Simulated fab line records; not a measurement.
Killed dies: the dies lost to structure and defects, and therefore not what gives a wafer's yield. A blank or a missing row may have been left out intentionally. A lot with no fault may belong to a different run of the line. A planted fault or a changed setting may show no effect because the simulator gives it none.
One fault through the eyes of 3 desks | flow n5 finfet | what lay behind the numbers comes last; until then each desk has only its own

== THE DEFECT DESK ==
What the inspections along the route counted, lot by lot: means of the sampled wafers that have a number. If a lot's mean is further than 4 standard deviations from the usual mean, the lot is out of limits and carries the mark OUT (the distance appears in the brackets).
Columns: A = raw defect count at N5_BEOL_M3_INSPECT_59, usual 74; B = raw defect count at N5_BEOL_M4_INSPECT_13, usual 423
lot  | first seen here | A             | B
L489 | day 9 22:10     | 61            | 387
L498 | day 11 19:53    | 632 (+21) OUT | 1199 (+8.3) OUT
L502 | day 13 00:10    | 659 (+22) OUT | 1060 (+6.8) OUT
L504 | day 14 21:48    | 54            | 430
This desk's verdict: out of limits on L498, L502, starting with L498 at day 11 19:53 (raw defect count at N5_BEOL_M3_INSPECT_59). L489, L504 stayed within limits.

== FROM THE METROLOGY DESK ==
Means of the sampled wafers that have a number, per lot and without regard to the tool the lot ran on: this is what the gauges read. If a lot's mean is further than 4 standard deviations from the usual mean, the lot is out of limits and carries the mark OUT (the distance appears in the brackets). Only the readings that lie furthest out on some lot appear, 7 of the 10 it has.
Columns: A = DIBL_N at N5_BEOL_M4_RC_MEAS_101, usual 36.5 mV/V; B = DIBL_P at N5_BEOL_M4_RC_MEAS_101, usual 36.7 mV/V; C = IOFF_P at N5_BEOL_M4_RC_MEAS_101, usual 0.22 nA/um; D = ION_N at N5_BEOL_M4_RC_MEAS_101, usual 676 uA/um; E = ION_P at N5_BEOL_M4_RC_MEAS_101, usual 462 uA/um; F = SS_P at N5_BEOL_M4_RC_MEAS_101, usual 73.4 mV/dec; G = VT_P at N5_BEOL_M4_RC_MEAS_101, usual -250 mV
lot  | first seen here | A    | B    | C    | D   | E   | F    | G
L489 | day 10 08:10    | 35.8 | 37.6 | 0.20 | 676 | 457 | 73.7 | -254
L498 | day 12 15:33    | 36.9 | 36.9 | 0.27 | 685 | 476 | 73.9 | -242
L502 | day 14 04:17    | 36.8 | 36.3 | 0.18 | 679 | 458 | 73.0 | -253
L504 | day 15 12:07    | 34.5 | 34.8 | 0.21 | 671 | 462 | 72.7 | -250
Finding of this desk: none of the 4 lots has anything out of limits.

== FOR THE TOOL OWNER'S DESK: pecvd-02 ==
The tool's own readings at N5_BEOL_M3_DEP_57 (deposits SiCN from 3MS/NH3, target thk 8 nm, time 14 s): means of the sampled wafers that have a number, for each lot that ran on this tool. If a lot's mean is further than 4 standard deviations from the usual mean, the lot is out of limits and carries the mark OUT (the distance appears in the brackets).
Columns: A = rf fwd power W at N5_BEOL_M3_DEP_57, usual 199.5 W; B = showerhead plenum p Torr at N5_BEOL_M3_DEP_57, usual 3.660 Torr; C = throttle valve pct at N5_BEOL_M3_DEP_57, usual 9.0 %
lot  | first seen here | A     | B     | C
L489 | day 9 22:04     | 199.2 | 3.663 | 8.5
L498 | day 11 19:48    | 198.7 | 3.660 | 8.6
L502 | day 13 00:04    | 199.2 | 3.658 | 8.7
Finding of this desk: none of the 3 lots has anything out of limits.

== BROUGHT TOGETHER ==
The defect desk could have raised an alarm at day 11 19:53, on L498, L502.
The metrology desk saw nothing out of limits.
The desk of the tool owner found nothing out of limits.
The metrology desk holds a record of L498, L502, inside its limits.
On record at the tool owner's desk: L498, L502, within its limits.
All the named lots went through N5_BEOL_M3_DEP_57 on pecvd-02.

== WHAT THE SIMULATOR HAD INSERTED ==
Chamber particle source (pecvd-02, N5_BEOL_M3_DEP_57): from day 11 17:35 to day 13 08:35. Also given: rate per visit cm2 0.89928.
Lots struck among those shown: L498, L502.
Hours from the fault's start to each desk's first reading out of limits: the defect desk, 2.
